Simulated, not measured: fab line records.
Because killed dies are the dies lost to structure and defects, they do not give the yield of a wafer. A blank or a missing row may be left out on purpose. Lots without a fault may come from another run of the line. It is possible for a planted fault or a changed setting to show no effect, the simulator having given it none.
Split-lot experiment | flow n5 finfet | 39 wafers read from 7 lots, route of 1938 steps

SPLIT DETAILS
At N5_HKMG_FIN_ETCH_58 (etches SOC in N2/H2, target depth 215.8 nm, time 741 s), the setting bias w was moved away from the recipe's 13 W on 12 of the 39 wafers read, by -18.1% to +14.8%. All remaining wafers had this setting at the recipe value.

The split's own step is where the reading is taken.

THE READING
rf vpp V, in V, at N5_HKMG_FIN_ETCH_58 (etches SOC in N2/H2, target depth 215.8 nm, time 741 s). Typical for fault-free wafers on this fab line: 99.0 V, with standard deviation 0.89 V.

wafer  | tool, chamber at the split | bias w as run, W | against the recipe | rf vpp V, V | against lot-mates on the recipe
L074.1 | rie diel-01, 1             | 13               | recipe             | 99.8        | -
L074.2 | rie diel-01, 3             | 13               | recipe             | 98.7        | -
L074.3 | rie diel-01, 0             | 13               | recipe             | 99.2        | -
L074.4 | rie diel-01, 2             | 13               | recipe             | 98.6        | -
L074.5 | rie diel-01, 0             | 13               | recipe             | 100.4       | -
L074.6 | rie diel-01, 1             | 13               | recipe             | 100.5       | -
L079.1 | rie diel-05, 2             | 14.66            | +12.8%             | 108.5       | +10.8
L079.2 | rie diel-05, 0             | 14.66            | +12.8%             | 107.3       | +9.6
L079.3 | rie diel-05, 3             | 13               | recipe             | 96.8        | -
L079.4 | rie diel-05, 1             | 13               | recipe             | 97.5        | -
L079.5 | rie diel-05, 2             | 13               | recipe             | 98.9        | -
L079.6 | rie diel-05, 1             | 14.66            | +12.8%             | 105.8       | +8.1
L080.1 | rie diel-05, 3             | 14.92            | +14.8%             | 109.2       | +10.5
L080.2 | rie diel-05, 0             | 13               | recipe             | 100.0       | -
L080.3 | rie diel-05, 1             | 13               | recipe             | 97.6        | -
L080.4 | rie diel-05, 2             | 14.92            | +14.8%             | 108.8       | +10.1
L080.5 | rie diel-05, 1             | 14.92            | +14.8%             | 108.7       | +10.0
L080.6 | rie diel-05, 0             | 13               | recipe             | 98.6        | -
L082.1 | rie diel-04, 0             | 10.65            | -18.1%             | 86.7        | -11.1
L082.2 | rie diel-04, 2             | 13               | recipe             | 97.2        | -
L082.3 | rie diel-04, 1             | 10.65            | -18.1%             | 86.1        | -11.7
L082.4 | rie diel-04, 3             | 13               | recipe             | 98.5        | -
L082.5 | rie diel-04, 0             | 10.65            | -18.1%             | 86.3        | -11.5
L082.6 | rie diel-04, 3             | 13               | recipe             | 97.6        | -
L094.1 | rie diel-01, 3             | 13               | recipe             | 98.7        | -
L094.2 | rie diel-01, 0             | 13               | recipe             | 99.3        | -
L094.3 | rie diel-01, 1             | 13               | recipe             | 100.4       | -
L094.4 | rie diel-01, 2             | 13               | recipe             | 98.6        | -
L094.5 | rie diel-01, 2             | 13               | recipe             | 99.2        | -
L094.6 | rie diel-01, 3             | 13               | recipe             | 99.6        | -
L095.1 | rie diel-05, 2             | 13               | recipe             | 99.8        | -
L095.4 | rie diel-05, 1             | 13               | recipe             | 98.4        | -
L095.5 | rie diel-05, 2             | 13               | recipe             | 99.9        | -
L097.1 | rie diel-01, 0             | 11.07            | -14.8%             | 89.1        | -10.1
L097.2 | rie diel-01, 1             | 13               | recipe             | 99.7        | -
L097.3 | rie diel-01, 2             | 13               | recipe             | 98.2        | -
L097.4 | rie diel-01, 0             | 11.07            | -14.8%             | 87.1        | -12.1
L097.5 | rie diel-01, 1             | 11.07            | -14.8%             | 89.6        | -9.6
L097.6 | rie diel-01, 2             | 13               | recipe             | 99.6        | -

FIT RESULTS
A straight line over all 39 wafers: rf vpp V changes by +0.682 V for each +1% of bias w; r = +0.99; the points scatter about the line by 0.97 V.
The same after taking each lot's own level away (the mean of its wafers on the recipe; 39 wafers): +0.684 V for each +1%; r = +0.99; scatter 0.85 V.
Per that fit: largest bias w move, reading shift of 12 V.
From 97.73 to 99.53 V: that is the span of the lots' own levels, equal to 2.0 times the standard deviation above.
The two slopes are in agreement: the lot-to-lot level therefore moves the slope only a little.
Check: -12.4 V against its lot-mates is what the line predicts for one of the wafers moved furthest among these (-18.1%) when that wafer is left out of the fit. Against them it came out at -11.1 V.
Tool readings at the split's step, against how far the setting was moved: rf vpp V r = +0.99.

THESE WAFERS: OTHER SPLITS
Before the reading, these wafers also passed through other splits. Each is held against what the fit with the lots' levels taken away leaves over:
other split on the same wafers       | wafers away from the commonest value | r with rf vpp V (lot level and that fit taken away)
N5_DUMMY_GATE_ETCH_31 target depth a | 12                                   | +0.18
N5_HKMG_FIN_ETCH_54 bias w           | 18                                   | -0.23

FILE'S OWN FIT
rf vpp V changes by +0.685 V for each +1% of bias w, r = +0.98.
